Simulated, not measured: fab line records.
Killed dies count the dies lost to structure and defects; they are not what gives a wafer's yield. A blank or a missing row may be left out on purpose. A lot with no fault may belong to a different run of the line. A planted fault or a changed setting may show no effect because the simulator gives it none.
Matching of chambers :: flow nandHarc :: 4 sister chambers for NHARC_A_STAIRCASE_ETCH_169 on rieDiel-03
The step etches the open film in CH3F/O2, target depth 50 nm, time 107.1 s. 4 wafers are shown with their chamber, then 9 later ones without.

== WAFERS PAIRED WITH THEIR CHAMBERS ==
wafer: L085.4
chamber: 0
drypumpMotorCurrentA (A): 5.3

wafer: L087.2
chamber: 1
drypumpMotorCurrentA (A): 6.1

wafer: L087.3
chamber: 2
drypumpMotorCurrentA (A): 4.8

wafer: L087.6
chamber: 3
drypumpMotorCurrentA (A): 5.7

== WAFERS WHOSE CHAMBER IS MISSING ==
wafer: L089.3
drypumpMotorCurrentA (A): 5.3

wafer: L089.4
drypumpMotorCurrentA (A): 5.7

wafer: L089.5
drypumpMotorCurrentA (A): 6.2

wafer: L088.2
drypumpMotorCurrentA (A): 5.6

wafer: L088.4
drypumpMotorCurrentA (A): 5.3

wafer: L088.5
drypumpMotorCurrentA (A): 4.8

wafer: L096.4
drypumpMotorCurrentA (A): 4.8

wafer: L096.5
drypumpMotorCurrentA (A): 5.3

wafer: L096.6
drypumpMotorCurrentA (A): 6.1

== WHICH CHAMBER EACH ONE RAN IN ==
wafer: L089.3
from the rows above: 0
in truth: 0

wafer: L089.4
from the rows above: 3
in truth: 3

wafer: L089.5
from the rows above: 1
in truth: 1

wafer: L088.2
from the rows above: 3
in truth: 3

wafer: L088.4
from the rows above: 0
in truth: 0

wafer: L088.5
from the rows above: 2
in truth: 2

wafer: L096.4
from the rows above: 2
in truth: 2

wafer: L096.5
from the rows above: 0
in truth: 0

wafer: L096.6
from the rows above: 1
in truth: 1
Correct placement for 9 of the 9. Not placeable from these rows: 0. 0 placed wrongly.
How it was worked out, from the rows above alone: a wafer's distance from a chamber is the root of the sum, over the readings, of the square of ((its reading less the chamber's mean) divided by the reading's scatter). If the next closest chamber is less than 2 further off than the closest, the wafer can't be placed; otherwise it belongs to the closest. The mean given for a chamber averages the wafers shown for that chamber. The scatter: root of mean squared gap, hidden wafer to nearest shown wafer, with one shown wafer a chamber.
